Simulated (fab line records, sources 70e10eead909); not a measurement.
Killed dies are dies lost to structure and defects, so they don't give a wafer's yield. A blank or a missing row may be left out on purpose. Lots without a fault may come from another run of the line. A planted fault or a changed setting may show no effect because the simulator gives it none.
Which tool did it? | flow nand_harc | 24 lots, 72 wafers sampled, at 2 steps of a route of 1302

WHAT THE GAUGES READ, wafer by wafer
NHARC_A_BONDPAD_OVL_MEAS_35. Usual: overlay_x_nm 1 nm, standard deviation 4.5; overlay_y_nm 0 nm, standard deviation 5.1.
lot  | measured     | on         | overlay_x_nm (nm) | overlay_y_nm (nm) | flag
L074 | day 23 01:55 | overlay-02 | -2 -1 -2          | 2 2 2             |
L075 | day 23 21:38 | overlay-02 | -3 -4 -3          | 3 3 3             |
L079 | day 24 09:05 | overlay-02 | -5 -6 -5          | 1 1 0             |
L077 | day 24 09:49 | overlay-02 | -4 -4 -4          | 8 8 8             |
L078 | day 24 14:07 | overlay-02 | 4 4 3             | 1 1 1             |
L076 | day 24 15:23 | overlay-01 | 0 0 0             | -2 -2 -2          |
L080 | day 25 17:28 | overlay-02 | 6 7 6             | -3 -3 -3          |
L081 | day 25 23:24 | overlay-02 | 0 0 0             | 10 10 10          |
L082 | day 26 04:00 | overlay-01 | 9 9 9             | -6 -6 -6          |
L085 | day 27 21:17 | overlay-02 | -4 -4 -4          | -7 -7 -7          |
L084 | day 28 06:19 | overlay-02 | 5 5 6             | 3 3 3             |
L086 | day 28 08:53 | overlay-01 | 3 3 4             | -4 -4 -4          |
L083 | day 28 12:47 | overlay-01 | -1 -1 -1          | 3 4 3             |
L087 | day 28 18:34 | overlay-01 | -4 -4 -3          | 7 6 7             |
L088 | day 29 04:53 | overlay-01 | 0 0 0             | 2 2 2             |
L089 | day 29 06:32 | overlay-02 | 9 8 9             | -13 -12 -13       |
L090 | day 29 19:05 | overlay-01 | -3 -3 -3          | -1 -1 -1          |
L091 | day 30 07:49 | overlay-01 | 5 5 5             | 5 6 5             |
L092 | day 30 14:38 | overlay-01 | 3 2 2             | 3 4 4             |
L093 | day 31 05:05 | overlay-01 | -3 -3 -3          | -6 -6 -6          |
L094 | day 31 11:51 | overlay-02 | 8 8 9             | 2 2 2             |
L095 | day 31 16:10 | overlay-01 | -2 -1 -1          | 4 4 4             |
L096 | day 32 00:47 | overlay-01 | -1 -1 -1          | 1 0 1             |
L097 | day 33 07:50 | overlay-02 | -6 -6 -6          | -2 -2 -3          |

WHICH TOOL RAN EACH LOT (tool, then ch and the chambers of the sampled wafers, then the start)
lot  | NHARC_A_M0_DEP_32
L074 | pecvd-04 ch 0,1, day 22 20:02
L075 | pecvd-02 ch 0,1, day 23 15:37
L079 | pecvd-01 ch 0,1,2, day 24 03:01
L077 | pecvd-04 ch 0,1,2, day 24 03:24
L078 | pecvd-04 ch 1,2, day 24 07:43
L076 | pecvd-01 ch 1,2, day 24 09:13
L080 | pecvd-04 ch 1,2, day 25 11:30
L081 | pecvd-01 ch 0,1,2, day 25 17:35
L082 | pecvd-01 ch 0,1,2, day 25 22:01
L085 | pecvd-02 ch 0,2, day 27 15:25
L084 | pecvd-04 ch 0,1,2, day 28 00:25
L086 | pecvd-01 ch 0,1,2, day 28 03:03
L083 | pecvd-02 ch 0,1, day 28 06:26
L087 | pecvd-02 ch 0,1, day 28 12:32
L088 | pecvd-02 ch 0,1,2, day 28 22:28
L089 | pecvd-01 ch 0,1,2, day 29 00:06
L090 | pecvd-02 ch 0,1,2, day 29 13:12
L091 | pecvd-01 ch 0,1,2, day 30 01:58
L092 | pecvd-01 ch 1,2, day 30 08:44
L093 | pecvd-01 ch 0,1, day 30 23:05
L094 | pecvd-01 ch 0,2, day 31 05:55
L095 | pecvd-01 ch 0,1,2, day 31 10:17
L096 | pecvd-04 ch 0,1, day 31 18:57
L097 | pecvd-02 ch 0,2, day 33 01:50
- NHARC_A_M0_DEP_32: deposits SiCN, target thk 30 nm.

WHAT THE TOOLS THEMSELVES READ (means of the sampled wafers that have a number; where no wafer has one, the mark that the record gives instead)
NHARC_A_M0_DEP_32. Usual: chamber_pressure_Torr 3.000 Torr, standard deviation 0.0066; heater_power_w 559 W, standard deviation 69.
lot  | tool     | chamber_pressure_Torr (Torr) | heater_power_w (W) | flag
L074 | pecvd-04 | 3.007                        | 501                |
L075 | pecvd-02 | 2.994                        | 554                |
L079 | pecvd-01 | 2.995                        | 549                |
L077 | pecvd-04 | 2.998                        | 545                |
L078 | pecvd-04 | 3.000                        | 566                |
L076 | pecvd-01 | 2.998                        | 493                |
L080 | pecvd-04 | 2.996                        | 550                |
L081 | pecvd-01 | 3.004                        | 566                |
L082 | pecvd-01 | 2.997                        | 572                |
L085 | pecvd-02 | 3.001                        | 564                |
L084 | pecvd-04 | 3.003                        | 542                |
L086 | pecvd-01 | 2.997                        | 546                |
L083 | pecvd-02 | 3.003                        | 593                |
L087 | pecvd-02 | 3.004                        | 547                |
L088 | pecvd-02 | 2.997                        | 524                |
L089 | pecvd-01 | 3.003                        | 585                |
L090 | pecvd-02 | 3.007                        | 540                |
L091 | pecvd-01 | 2.997                        | 606                |
L092 | pecvd-01 | 3.005                        | 527                |
L093 | pecvd-01 | 3.003                        | 606                |
L094 | pecvd-01 | 2.998                        | 631                |
L095 | pecvd-01 | 2.999                        | 575                |
L096 | pecvd-04 | 2.989                        | 564                |
L097 | pecvd-02 | 3.001                        | 547                |

THE ANSWER, worked out from the rows above alone
Rule: a lot is off if the mean of its wafers that have a number lies more than 3 standard deviations from the usual mean. A lot without any number at a reading at which 4 lots or more have one is off too. The other lots that the step has rows for count as sound. The gauges are gone through in route order, then the tools' own readings, and for those a lot's mean is taken as printed above. The first step at which some lot is off is used, and at that step the reading that is off furthest; a lot without a number counts as furthest.
No lot is off at any reading shown: from this, nothing can be told.

WHAT THE SIMULATOR HAD PUT IN
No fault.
